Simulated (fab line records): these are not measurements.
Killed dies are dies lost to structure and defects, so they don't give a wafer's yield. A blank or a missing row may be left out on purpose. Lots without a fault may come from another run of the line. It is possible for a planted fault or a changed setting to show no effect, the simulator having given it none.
Which of the tools did it?    flow n5 finfet    33 wafers from 11 lots sampled at 5 of the route's 1938 steps

== WHAT THE GAUGES SHOWED, per wafer ==
N5_BEOL_M10_CD_MEAS_18: pitch 140 nm, target cd 70 nm.
lot   measured      on         cd nm (nm)
L076  day 10 17:04  cd sem-03  70.3 71.4 70.2
L078  day 10 23:04  cd sem-02  70.6 70.2 70.2
L080  day 11 05:47  cd sem-01  69.0 70.3 69.6
L082  day 11 17:16  cd sem-03  70.5 69.9 69.6
L085  day 12 14:28  cd sem-02  70.0 69.8 71.1
L086  day 13 12:08  cd sem-03  70.6 71.0 70.4
L090  day 13 12:30  cd sem-02  70.5 69.8 70.4
L089  day 13 16:34  cd sem-02  70.0 69.8 70.5
L092  day 14 15:09  cd sem-02  70.6 70.4 69.8
L094  day 15 00:29  cd sem-03  70.6 69.9 71.3
L095  day 15 08:10  cd sem-03  70.6 70.8 70.6

== WHAT TOOL EACH LOT RAN ON (gives the tool, then ch and the chambers of the sampled wafers, and finally the start) ==
lot   N5_BEOL_M10_ILD_DEP_00           N5_BEOL_M10_CURE_71            N5_BEOL_M10_DESCUM_16               N5_BEOL_M10_ETCH_62
L076  pecvd-04 ch 0,2, day 10 13:45    uv cure-03 ch 1, day 10 13:59  rie diel-04 ch 0,2,3, day 10 16:37  rie diel-04 ch 0,2,3, day 10 16:42
L078  pecvd-04 ch 0,1, day 10 20:17    uv cure-02 ch 2, day 10 20:26  rie diel-04 ch 1,3, day 10 22:28    rie diel-04 ch 1,3, day 10 22:32
L080  pecvd-02 ch 0,1,2, day 11 02:05  uv cure-03 ch 2, day 11 02:10  rie diel-02 ch 0,1, day 11 05:15    rie diel-02 ch 0,1, day 11 05:20
L082  pecvd-04 ch 0,1,2, day 11 14:16  uv cure-01 ch 1, day 11 14:21  rie diel-05 ch 0,3, day 11 16:44    rie diel-05 ch 0,3, day 11 16:49
L085  pecvd-04 ch 0,2, day 12 12:17    uv cure-02 ch 0, day 12 12:26  rie diel-02 ch 2,3, day 12 14:01    rie diel-02 ch 2,3, day 12 14:06
L086  pecvd-04 ch 0,1,2, day 13 08:35  uv cure-03 ch 2, day 13 08:40  rie diel-02 ch 0,2,3, day 13 11:39  rie diel-02 ch 0,2,3, day 13 11:44
L090  pecvd-01 ch 1,2, day 13 08:51    uv cure-01 ch 0, day 13 09:01  rie diel-02 ch 0,2,3, day 13 11:59  rie diel-02 ch 0,2,3, day 13 12:04
L089  pecvd-02 ch 1,2, day 13 13:28    uv cure-03 ch 1, day 13 13:42  rie diel-02 ch 0,2,3, day 13 16:07  rie diel-02 ch 0,2,3, day 13 16:12
L092  pecvd-04 ch 0,2, day 14 11:52    uv cure-02 ch 1, day 14 12:01  rie diel-05 ch 0,1, day 14 14:40    rie diel-05 ch 0,1, day 14 14:46
L094  pecvd-01 ch 0,1,2, day 14 20:53  uv cure-01 ch 0, day 14 21:44  rie diel-04 ch 0,1,2, day 15 00:02  rie diel-04 ch 0,1,2, day 15 00:07
L095  pecvd-04 ch 0,1, day 15 04:19    uv cure-02 ch 0, day 15 04:29  rie diel-02 ch 0,1, day 15 07:43    rie diel-02 ch 0,1, day 15 07:47
- N5_BEOL_M10_ILD_DEP_00: deposits SiCOH lowk from DEMS/porogen, target thk 308.51 nm, time 58 s.
- N5_BEOL_M10_CURE_71: cures SiCOH lowk, time 240 s.
- N5_BEOL_M10_DESCUM_16: chemistry O2, time 7.9 s.
- N5_BEOL_M10_ETCH_62: etches SOC in N2/H2, target depth 110 nm, overetch 22 nm, time 165 s.

== THE ANSWER, worked out from the rows above alone ==
Rule: the lots themselves supply what counts as usual. The widest of any qualifying gaps counts: lots, ordered by their means at a reading, are off when they make up no more than a third of the lots, leave a main group of 4 or more, and stand apart from it by 3 or more times the standard deviation of that group's means. If all means in a main group match to the digits the tables above print for the reading, that group is not used. A lot without any number at a reading at which 4 lots or more have one is off too. The other lots that the step has rows for count as sound.
Across all readings shown, no lot is off: no conclusion can be drawn from this.

== WHAT THE SIMULATOR HAD INSERTED ==
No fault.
